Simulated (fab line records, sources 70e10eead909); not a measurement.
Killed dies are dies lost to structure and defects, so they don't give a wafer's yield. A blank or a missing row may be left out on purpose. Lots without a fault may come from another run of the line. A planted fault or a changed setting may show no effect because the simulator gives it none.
Chamber matching | flow nand_harc | NHARC_A_CHANNEL_FILL_D2_STRIP_28 on rie_diel-08: 4 sister chambers
The step strips in O2, time 20 s. 8 wafers are shown with their chamber, then 8 later ones without.

WAFERS WITH THEIR CHAMBER
wafer  | chamber | drypump_motor_current_A (A) | rf_vpp_V (V)
L168.3 | 0       | 5.9                         | 57.3
L171.2 | 1       | 5.8                         | 57.2
L171.4 | 3       | 5.6                         | 56.9
L171.6 | 0       | 5.9                         | 56.9
L175.1 | 1       | 5.9                         | 56.6
L175.2 | 2       | 5.4                         | 59.1
L175.6 | 2       | 5.4                         | 57.8
L177.2 | 3       | 5.7                         | 56.5

WAFERS WITHOUT THEIR CHAMBER
wafer  | drypump_motor_current_A (A) | rf_vpp_V (V)
L177.4 | 5.4                         | 59.2
L177.6 | 5.3                         | 57.2
L180.2 | 5.8                         | 57.4
L180.3 | 5.3                         | 58.0
L180.4 | 5.7                         | 57.4
L186.1 | 5.8                         | 58.2
L186.2 | 5.9                         | 58.3
L186.3 | 5.3                         | 59.3

WHICH CHAMBER EACH WENT THROUGH
wafer  | from the rows above          | in truth
L177.4 | 2                            | 2
L177.6 | 2                            | 2
L180.2 | can't be placed: 1 or 0 or 3 | 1
L180.3 | 2                            | 2
L180.4 | can't be placed: 3 or 1      | 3
L186.1 | can't be placed: 1 or 0 or 3 | 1
L186.2 | can't be placed: 0 or 1      | 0
L186.3 | 2                            | 2
Placed correctly: 4 of 8. Can't be placed from these rows: 4 (the true chamber is among the candidates in 4). Placed wrongly: 0.
How it was worked out, from the rows above alone: a wafer's distance from a chamber is the root of the sum, over the readings, of the square of ((its reading less the chamber's mean) divided by the reading's scatter). The wafer belongs to the nearest chamber; if the next one is less than 2 further off, it can't be placed. A chamber's mean is the mean of its shown wafers. The scatter: the root of (the sum of the squares of (reading less its chamber's mean) over the shown wafers, divided by (wafers less chambers)).
